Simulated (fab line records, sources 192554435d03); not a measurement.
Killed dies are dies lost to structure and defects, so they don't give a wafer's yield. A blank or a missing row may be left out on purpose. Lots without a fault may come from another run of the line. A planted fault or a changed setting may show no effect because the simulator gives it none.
fab line records | flow n5_finfet | part 1 of 2: steps 1 to 19 of 25
record lots=5 wafers=15 last_day=19
route steps=1938 shown DUMMY_GATE@222
lots that met no fault: from a run of the same line without faults
start_h: hours from the record's first day to the start of the lot's first wafer shown | wait_h: hours since the lot's step before | " the same as in the row above | L1.1+2: a row that stands for several wafers | - no value, or no start given | * or withheld: withheld | < > ~ a bound
route shown NAME@n: a module of which the file shows steps, and the number in the route of the first | usual: mean/standard deviation of fault-free wafers | same: alike in all rows | chamber/n: place in a boat | sites: the reading at each site | _std_site: their standard deviation | _edge_site: outer sites' mean less inner sites' | radius_mm: how far each site lies from the wafer's centre | mask NAME#n: copy n | behind: the tool/chamber that last shaped the wafer | hold: why the lot was held/for how many hours/how that ended | device: the transistor (n, p or np) that didn't switch | end of line: the same wafers' tests at the end of the route | a step without rows: its recipe alone | killed: dies lost to structure and defects at the first sort, not the wafer's yield | map: a wafer's dies, x killed, . not, _ none there
set.NAME: the setting as run; set.NAME@STEP: as run at that earlier step | model.NAME: the simulator's own value behind a step, which no gauge read
lots at some steps of the route; a table a step, a row a wafer
services: from which hour (start_h, from the record's first day; less than 0 if before it) a tool's chamber was out of use, for how many hours, and why
## steps
# step N5_DUMMY_GATE_COAT_34
# recipe resist=SOC temp_c=250 time_s=60 spin_rpm=1500 resist_thk_nm=60
# usual chill_plate_temp_C=23.02/0.098 spin_speed_rpm=1500.0/0.98
# columns lot.wafer tool chamber start_h wait_h chill_plate_temp_C spin_speed_rpm
L074.3 litho_track-05 0 45.54 0.0 23.16 1501.7
L074.4 " 0 " " 22.88 1501.5
L074.5 " 0 " " 23.02 1499.3
L081.1 litho_track-03 0 89.35 0.0 23.09 1500.6
L081.2 " 0 " " 23.04 1499.7
L081.3 " 0 " " 22.89 1499.4
L088.2 litho_track-02 0 129.52 0.0 22.80 1501.8
L088.4 " 0 " " 22.99 1499.4
L088.6 " 0 " " 22.93 1500.4
L089.1 litho_track-03 0 136.55 0.0 23.07 1500.6
L089.3 " 0 " " 23.05 1500.4
L089.6 " 0 " " 23.18 1501.0
L095.1 litho_track-05 0 171.95 0.0 23.13 1498.2
L095.2 " 0 " " 22.97 1498.5
L095.6 " 0 " " 23.06 1498.8
# step N5_DUMMY_GATE_COAT_35
# recipe resist=SiARC temp_c=220 time_s=60 spin_rpm=1500 resist_thk_nm=10
# usual chill_plate_temp_C=23.00/0.11 spin_speed_rpm=1499.9/0.97
# columns lot.wafer tool chamber start_h wait_h chill_plate_temp_C spin_speed_rpm
L074.3 litho_track-05 0 - - 23.03 1499.1
L074.4 " 0 " " 23.00 1498.5
L074.5 " 0 " " 23.03 1499.4
L081.1 litho_track-03 0 - - 23.03 1501.3
L081.2 " 0 " " 23.04 1503.2
L081.3 " 0 " " 22.96 1500.6
L088.2 litho_track-02 0 - - 23.09 1499.9
L088.4 " 0 " " 23.06 1499.2
L088.6 " 0 " " 22.98 1500.3
L089.1 litho_track-03 0 - - 22.90 1498.8
L089.3 " 0 " " 22.91 1500.6
L089.6 " 0 " " 23.13 1499.3
L095.1 litho_track-05 0 - - 23.06 1498.6
L095.2 " 0 " " 23.09 1500.0
L095.6 " 0 " " 23.04 1500.8
# step N5_DUMMY_GATE_COAT_28
# recipe resist=underlayer temp_c=205 time_s=60 spin_rpm=1500 resist_thk_nm=10
# usual chill_plate_temp_C=23.01/0.12 spin_speed_rpm=1500.2/1
# columns lot.wafer tool chamber start_h wait_h chill_plate_temp_C spin_speed_rpm
L074.3 litho_track-05 0 - - 22.96 1500.7
L074.4 " 0 " " 23.05 1502.0
L074.5 " 0 " " 22.98 1500.6
L081.1 litho_track-03 0 - - 22.92 1499.6
L081.2 " 0 " " 22.97 1500.2
L081.3 " 0 " " 22.89 1500.8
L088.2 litho_track-02 0 - - 23.12 1499.3
L088.4 " 0 " " 23.13 1499.4
L088.6 " 0 " " 23.24 1498.2
L089.1 litho_track-03 0 - - 23.06 1499.5
L089.3 " 0 " " 23.04 1499.4
L089.6 " 0 " " 23.01 1499.9
L095.1 litho_track-05 0 - - 22.93 1501.0
L095.2 " 0 " " 22.89 1499.2
L095.6 " 0 " " 22.90 1500.1
# step N5_DUMMY_GATE_COAT_09
# recipe resist=CAR-EUV spin_rpm=1500 resist_thk_nm=30
# usual chill_plate_temp_C=23.02/0.1 spin_speed_rpm=1500.2/1.1
# columns lot.wafer tool chamber start_h wait_h chill_plate_temp_C spin_speed_rpm
L074.3 litho_track-05 0 - - 23.22 1501.2
L074.4 " 0 " " 23.19 1497.8
L074.5 " 0 " " 23.12 1500.4
L081.1 litho_track-03 0 - - 23.14 1501.7
L081.2 " 0 " " 23.18 1499.6
L081.3 " 0 " " 22.97 1501.4
L088.2 litho_track-02 0 - - 23.02 1500.0
L088.4 " 0 " " 23.02 1501.0
L088.6 " 0 " " 23.05 1499.3
L089.1 litho_track-03 0 - - 23.08 1499.1
L089.3 " 0 " " 22.98 1500.9
L089.6 " 0 " " 23.00 1499.7
L095.1 litho_track-05 0 - - 23.10 1501.5
L095.2 " 0 " " 23.31 1502.5
L095.6 " 0 " " 23.24 1500.1
# step N5_DUMMY_GATE_EBR_11
# recipe solvent=PGMEA ebr_width_mm=1.5
# usual chill_plate_temp_C=22.96/0.11
# columns lot.wafer tool chamber start_h wait_h chill_plate_temp_C
L074.3 litho_track-05 0 - - 22.97
L074.4 " 0 " " 23.01
L074.5 " 0 " " 23.17
L081.1 litho_track-03 0 - - 22.97
L081.2 " 0 " " 23.08
L081.3 " 0 " " 23.06
L088.2 litho_track-02 0 - - 23.04
L088.4 " 0 " " 23.06
L088.6 " 0 " " 22.97
L089.1 litho_track-03 0 - - 22.83
L089.3 " 0 " " 22.93
L089.6 " 0 " " 22.79
L095.1 litho_track-05 0 - - 23.00
L095.2 " 0 " " 22.89
L095.6 " 0 " " 22.94
# step N5_DUMMY_GATE_SOFTBAKE_10
# recipe temp_c=110 time_s=60 resist=CAR-EUV
# usual chill_plate_temp_C=23.00/0.1
# columns lot.wafer tool chamber start_h wait_h chill_plate_temp_C
L074.3 litho_track-05 0 - - 23.12
L074.4 " 0 " " 23.11
L074.5 " 0 " " 22.90
L081.1 litho_track-03 0 - - 22.99
L081.2 " 0 " " 22.98
L081.3 " 0 " " 23.04
L088.2 litho_track-02 0 - - 23.02
L088.4 " 0 " " 23.03
L088.6 " 0 " " 22.85
L089.1 litho_track-03 0 - - 23.02
L089.3 " 0 " " 23.10
L089.6 " 0 " " 23.04
L095.1 litho_track-05 0 - - 22.97
L095.2 " 0 " " 23.09
L095.6 " 0 " " 22.97
# step N5_DUMMY_GATE_EXPOSE_12
# recipe mask_id=GATE na=0.33 source_shape=annular sigma_inner=0.2 sigma_outer=0.6 polarization=unpolarized target_cd_nm=25 dose_mj=34
# columns lot.wafer tool chamber start_h wait_h mask
L074.3+4+5 euv_scanner-02 0 45.69 - GATE#0
L081.1+2+3 euv_scanner-01 0 89.61 - GATE#0
L088.2+4+6 euv_scanner-02 0 129.79 - GATE#0
L089.1+3+6 euv_scanner-02 0 136.69 - GATE#0
L095.1+2+6 euv_scanner-01 0 172.21 - GATE#0
# step N5_DUMMY_GATE_PEB_13
# recipe peb_temp_c=100 peb_time_s=60 resist=CAR-EUV
# usual chill_plate_temp_C=23.02/0.12
# same peb_time_s=60
# columns lot.wafer tool chamber start_h wait_h chill_plate_temp_C
L074.3 litho_track-05 0 45.74 0.0 22.94
L074.4 " 0 " " 22.89
L074.5 " 0 " " 22.91
L081.1 litho_track-03 0 89.67 0.1 22.92
L081.2 " 0 " " 23.02
L081.3 " 0 " " 22.87
L088.2 litho_track-05 0 129.84 0.0 23.24
L088.4 " 0 " " 23.25
L088.6 " 0 " " 23.11
L089.1 litho_track-05 0 136.75 0.1 23.00
L089.3 " 0 " " 22.91
L089.6 " 0 " " 23.08
L095.1 litho_track-03 0 172.27 0.1 22.93
L095.2 " 0 " " 22.96
L095.6 " 0 " " 22.93
# step N5_DUMMY_GATE_DEVELOP_14
# recipe develop_time_s=30 developer=TMAH resist=CAR-EUV rinse_liquid=surfactant_rinse dry=air_spin dev_temp_c=23
# usual chill_plate_temp_C=23.02/0.12
# columns lot.wafer tool chamber start_h wait_h chill_plate_temp_C
L074.3 litho_track-05 0 - - 23.03
L074.4 " 0 " " 23.12
L074.5 " 0 " " 23.19
L081.1 litho_track-03 0 - - 23.06
L081.2 " 0 " " 23.35
L081.3 " 0 " " 23.19
L088.2 litho_track-05 0 - - 23.18
L088.4 " 0 " " 23.13
L088.6 " 0 " " 23.21
L089.1 litho_track-05 0 - - 23.22
L089.3 " 0 " " 23.05
L089.6 " 0 " " 23.14
L095.1 litho_track-03 0 - - 23.12
L095.2 " 0 " " 22.95
L095.6 " 0 " " 22.99
# step N5_DUMMY_GATE_CD_MEAS_15
# recipe target_cd_nm=25.8 landing_energy_ev=500 detector=se_inlens
# usual cd_nm=25.01/0.26
# columns lot.wafer tool chamber start_h wait_h cd_nm
L074.3 cd_sem-03 0 45.81 - 24.85
L074.4 " 0 " " 25.00
L074.5 " 0 " " 24.89
L081.1 cd_sem-02 0 89.74 - 25.04
L081.2 " 0 " " 25.05
L081.3 " 0 " " 24.91
L088.2 cd_sem-03 0 129.91 - 24.86
L088.4 " 0 " " 25.28
L088.6 " 0 " " 25.04
L089.1 cd_sem-01 0 136.81 - 25.19
L089.3 " 0 " " 25.54
L089.6 " 0 " " 25.25
L095.1 cd_sem-02 0 172.34 - 24.77
L095.2 " 0 " " 24.69
L095.6 " 0 " " 25.22
# step N5_DUMMY_GATE_OVL_MEAS_16
# recipe points_per_wafer=522
# usual GATE_OVL=0.3/0.68
# columns lot.wafer tool chamber start_h wait_h GATE_OVL[nm]
L074.3 overlay-02 0 45.87 0.1 0.2
L074.4 " 0 " " 0.6
L074.5 " 0 " " 0.1
L081.1 overlay-02 0 89.81 0.1 0.6
L081.2 " 0 " " -0.1
L081.3 " 0 " " 1.5
L088.2 overlay-02 0 129.96 0.0 0.8
L088.4 " 0 " " 0.1
L088.6 " 0 " " 0.6
L089.1 overlay-02 0 136.85 0.0 -0.2
L089.3 " 0 " " -0.7
L089.6 " 0 " " -0.4
L095.1 overlay-02 0 172.38 0.0 1.2
L095.2 " 0 " " 1.1
L095.6 " 0 " " 0.9
# step N5_DUMMY_GATE_INSPECT_17
# recipe mode=adi inspect_instrument=brightfield
# usual raw_defect_count=189/43
# columns lot.wafer tool chamber start_h wait_h raw_defect_count
L074.3 defect_inspect-01 - 45.91 0.0 122
L074.4 " - " " 149
L074.5 " - " " 123
L081.1 defect_inspect-02 - 89.86 0.1 172
L081.2 " - " " 139
L081.3 " - " " 208
L088.2 defect_inspect-01 - 130.01 0.0 186
L088.4 " - " " 215
L088.6 " - " " 185
L089.1 defect_inspect-01 - 136.91 0.1 234
L089.3 " - " " 249
L089.6 " - " " 128
L095.1 defect_inspect-01 - 172.43 0.1 228
L095.2 " - " " 175
L095.6 " - " " 246
# step N5_DUMMY_GATE_DESCUM_20
# recipe chemistry=O2 time_s=6.2 source_power_w=50 bias_power_w=20 pressure_mtorr=20 rf_frequency_hz=2.712e+07 temp_c=40 resist=CAR-EUV o2_flow_sccm=225
# usual drypump_motor_current_A=6.1/0.46 o2_flow_sccm=225.0/0.78 oes_product_au=0.77/0.071 rf_vpp_V=243.0/1.3 showerhead_plenum_p_Torr=2.08/0.064 throttle_valve_pct=20.47/0.19
# columns lot.wafer tool chamber start_h wait_h drypump_motor_current_A o2_flow_sccm oes_product_au rf_hours_counter_h rf_vpp_V showerhead_plenum_p_Torr throttle_valve_pct
L074.3 rie_diel-02 0 45.95 0.0 6.6 224.5 0.78 112 243.2 2.11 20.66
L074.4 " 3 " " 6.6 226.1 0.84 63 240.1 2.04 20.57
L074.5 " 3 " " 6.5 226.1 0.84 - 241.5 2.04 20.56
L081.1 rie_diel-02 0 90.05 0.2 6.5 225.6 0.76 125 243.8 2.10 20.69
L081.2 " 2 " " 5.9 225.4 0.73 186 243.4 2.07 20.40
L081.3 " 3 " " 6.5 225.0 0.83 84 242.0 2.03 20.60
L088.2 rie_diel-02 3 130.04 0.0 6.5 225.0 0.79 96 242.1 2.03 20.63
L088.4 " 0 " " 6.5 225.0 0.75 137 243.2 2.10 20.70
L088.6 " 0 " " 6.4 224.7 0.74 - 243.8 2.10 20.70
L089.1 rie_diel-02 1 136.95 0.0 5.7 224.4 0.73 159 245.0 2.18 20.44
L089.3 " 0 " " 6.6 224.5 0.74 139 242.6 2.10 20.71
L089.6 " 3 " " 6.5 224.8 0.80 - 243.3 2.02 20.62
L095.1 rie_diel-02 0 172.48 0.0 6.5 225.0 0.72 149 241.6 2.09 20.74
L095.2 " 1 " " 5.7 223.0 0.71 170 244.2 2.18 20.47
L095.6 " 1 " " 5.7 225.0 0.71 - 243.7 2.18 20.47
# step N5_DUMMY_GATE_ETCH_29
# recipe chemistry=N2/H2 target=underlayer target_depth_a=130 ion_energy_ev=200 pressure_mtorr=30 source_w=840 bias_w=150 n2_flow_sccm=200 h2_flow_sccm=200
# usual drypump_motor_current_A=6.1/0.46 h2_flow_sccm=200.0/0.62 oes_product_au=0.77/0.067 rf_vpp_V=523.6/2.4 showerhead_plenum_p_Torr=2.53/0.073 throttle_valve_pct=17.95/0.18
# columns lot.wafer tool chamber start_h wait_h drypump_motor_current_A h2_flow_sccm oes_product_au rf_hours_counter_h rf_vpp_V showerhead_plenum_p_Torr throttle_valve_pct
L074.3 rie_diel-02 0 46.01 0.0 6.6 200.2 0.77 112 523.8 2.56 18.11
L074.4 " 3 " " 6.5 200.4 0.85 63 521.6 2.48 18.10
L074.5 " 3 " " 6.5 200.1 0.85 - 520.5 2.47 18.10
L081.1 rie_diel-02 0 90.12 0.0 6.6 201.1 0.76 125 523.7 2.56 18.15
L081.2 " 2 " " 5.8 199.2 0.73 186 525.0 2.53 17.92
L081.3 " 3 " " 6.5 200.9 0.80 84 521.2 2.47 18.12
L088.2 rie_diel-02 3 130.11 0.0 6.6 199.1 0.79 96 520.9 2.46 18.13
L088.4 " 0 " " 6.5 200.4 0.75 137 525.3 2.55 18.16
L088.6 " 0 " " 6.6 200.8 0.75 - 525.0 2.55 18.16
L089.1 rie_diel-02 1 137.01 0.0 5.7 199.9 0.70 159 529.4 2.64 17.93
L089.3 " 0 " " 6.6 200.5 0.75 139 524.1 2.55 18.16
L089.6 " 3 " " 6.5 200.4 0.80 - 522.6 2.46 18.14
L095.1 rie_diel-02 0 172.55 0.0 6.5 199.6 0.73 149 523.6 2.55 18.16
L095.2 " 1 " " 5.7 201.2 0.69 170 527.3 2.64 17.93
L095.6 " 1 " " 5.7 200.8 0.70 - 527.2 2.64 17.94
# step N5_DUMMY_GATE_ETCH_36
# recipe chemistry=CF4 target=SiARC target_depth_a=130 pressure_mtorr=40 source_w=545 bias_w=36 Ar_flow_sccm=100 cf4_flow_sccm=100 ion_energy_ev=80
# usual drypump_motor_current_A=6.1/0.46 oes_product_au=0.77/0.066 rf_vpp_V=184.0/1.2 showerhead_plenum_p_Torr=2.13/0.063 throttle_valve_pct=15.65/0.18
# columns lot.wafer tool chamber start_h wait_h drypump_motor_current_A oes_product_au rf_hours_counter_h rf_vpp_V showerhead_plenum_p_Torr throttle_valve_pct
L074.3 rie_diel-02 0 46.05 0.0 6.5 0.78 112 184.3 2.14 15.74
L074.4 " 3 " " 6.5 0.84 63 183.4 2.07 15.61
L074.5 " 3 " " 6.5 0.85 - 182.4 2.07 15.59
L081.1 rie_diel-02 0 90.16 0.0 6.6 0.75 125 186.0 2.14 15.76
L081.2 " 2 " " 5.9 0.73 186 184.6 2.12 15.69
L081.3 " 3 " " 6.5 0.81 84 184.3 2.07 15.63
L088.2 rie_diel-02 3 130.15 0.0 6.5 0.80 96 183.6 2.06 15.66
L088.4 " 0 " " 6.5 0.75 137 181.9 2.14 15.79
L088.6 " 0 " " 6.5 0.75 - 184.6 2.14 15.79
L089.1 rie_diel-02 1 137.05 0.0 5.7 0.71 159 185.6 2.22 15.59
L089.3 " 0 " " 6.6 0.74 139 184.1 2.14 15.79
L089.6 " 3 " " 6.5 0.81 - 182.7 2.06 15.67
L095.1 rie_diel-02 0 172.59 0.0 6.6 0.74 149 183.4 2.13 15.80
L095.2 " 1 " " 5.7 0.70 170 184.3 2.22 15.64
L095.6 " 1 " " 5.7 0.70 - 186.5 2.22 15.64
# step N5_DUMMY_GATE_ETCH_37
# recipe chemistry=N2/H2 target=SOC target_depth_a=600 overetch_a=300 temp_c=40 ion_energy_ev=200 pressure_mtorr=30 source_w=840 bias_w=150 n2_flow_sccm=200 h2_flow_sccm=200
# usual drypump_motor_current_A=6.1/0.46 h2_flow_sccm=200.0/0.64 oes_product_au=0.61/0.051 rf_vpp_V=523.4/2.2 showerhead_plenum_p_Torr=2.53/0.073 throttle_valve_pct=17.88/0.18
# columns lot.wafer tool chamber start_h wait_h drypump_motor_current_A h2_flow_sccm oes_product_au rf_hours_counter_h rf_vpp_V showerhead_plenum_p_Torr throttle_valve_pct
L074.3 rie_diel-02 0 46.09 0.0 6.5 199.5 0.61 112 524.7 2.56 18.04
L074.4 " 3 " " 6.5 200.8 0.67 63 522.4 2.48 18.02
L074.5 " 3 " " 6.5 201.5 0.66 - 523.1 2.47 18.02
L081.1 rie_diel-02 0 90.20 0.0 6.6 200.1 0.60 125 525.0 2.56 18.05
L081.2 " 2 " " 5.9 200.0 0.57 186 524.1 2.53 17.86
L081.3 " 3 " " 6.5 200.3 0.65 84 522.6 2.47 18.07
L088.2 rie_diel-02 3 130.19 0.0 6.5 199.4 0.63 96 522.2 2.46 18.07
L088.4 " 0 " " 6.6 199.6 0.59 137 523.6 2.55 18.10
L088.6 " 0 " " 6.6 198.8 0.59 - 524.4 2.55 18.08
L089.1 rie_diel-02 1 137.09 0.0 5.7 200.9 0.57 159 524.8 2.64 17.85
L089.3 " 0 " " 6.5 200.0 0.59 139 523.9 2.55 18.08
L089.6 " 3 " " 6.6 200.0 0.64 - 521.8 2.46 18.06
L095.1 rie_diel-02 0 172.63 0.0 6.5 199.6 0.59 149 525.5 2.55 18.11
L095.2 " 1 " " 5.7 199.6 0.57 170 525.9 2.64 17.87
L095.6 " 1 " " 5.7 199.2 0.57 - 526.8 2.64 17.87
# step N5_DUMMY_GATE_STRIP_38
# recipe chemistry=N2/H2 temp_c=40 n2_flow_sccm=200 h2_flow_sccm=200 rf_frequency_hz=6e+07
# columns lot.wafer tool chamber start_h wait_h
L074.3+4+5 rie_diel-02 0,3,3 46.13 0.0
L081.1+2+3 rie_diel-02 0,2,3 90.24 0.0
L088.2+4+6 rie_diel-02 3,0,0 130.23 0.0
L089.1+3+6 rie_diel-02 1,0,3 137.13 0.0
L095.1+2+6 rie_diel-02 0,1,1 172.67 0.0
# step N5_DUMMY_GATE_STRIP_39
# recipe chemistry=N2/H2 temp_c=40 n2_flow_sccm=200 h2_flow_sccm=200 rf_frequency_hz=6e+07
# columns lot.wafer tool chamber start_h wait_h
L074.3+4+5 rie_diel-02 0,3,3 46.14 0.0
L081.1+2+3 rie_diel-02 0,2,3 90.25 0.0
L088.2+4+6 rie_diel-02 3,0,0 130.24 0.0
L089.1+3+6 rie_diel-02 1,0,3 137.14 0.0
L095.1+2+6 rie_diel-02 0,1,1 172.68 0.0
# step N5_DUMMY_GATE_TRIM_49
# recipe chemistry=O2 resist=SOC time_s=29 target_cd_nm=14 source_power_w=300 bias_power_w=0 O2_flow_sccm=100 temp_c=20
# usual drypump_motor_current_A=5.7/0.57 oes_product_au=1.004/0.017 throttle_valve_pct=8.14/0.16
# columns lot.wafer tool chamber start_h wait_h drypump_motor_current_A oes_product_au rf_hours_counter_h throttle_valve_pct
L074.3 rie_si-01 2 46.17 0.0 5.1 1.002 175 8.47
L074.4 " 1 " " 6.0 0.988 170 8.24
L074.5 " 3 " " 4.7 1.004 - 8.46
L081.1 rie_si-03 3 90.28 0.0 5.4 0.989 69 8.34
L081.2 " 1 " " 6.8 0.996 21 8.01
L081.3 " 2 " " 5.6 1.016 9 8.00
L088.2 rie_si-03 2 130.27 0.0 5.6 1.016 10 8.01
L088.4 " 3 " " 5.5 0.975 70 8.36
L088.6 " 2 " " 5.6 1.015 - 8.00
L089.1 rie_si-03 2 137.17 0.0 5.6 1.000 10 8.01
L089.3 " 0 " " 6.2 1.002 144 8.21
L089.6 " 1 " " 6.8 1.005 - 8.02
L095.1 rie_si-03 0 172.71 0.0 6.2 0.996 145 8.21
L095.2 " 3 " " 5.5 0.981 71 8.36
L095.6 " 3 " " 5.5 0.979 - 8.34
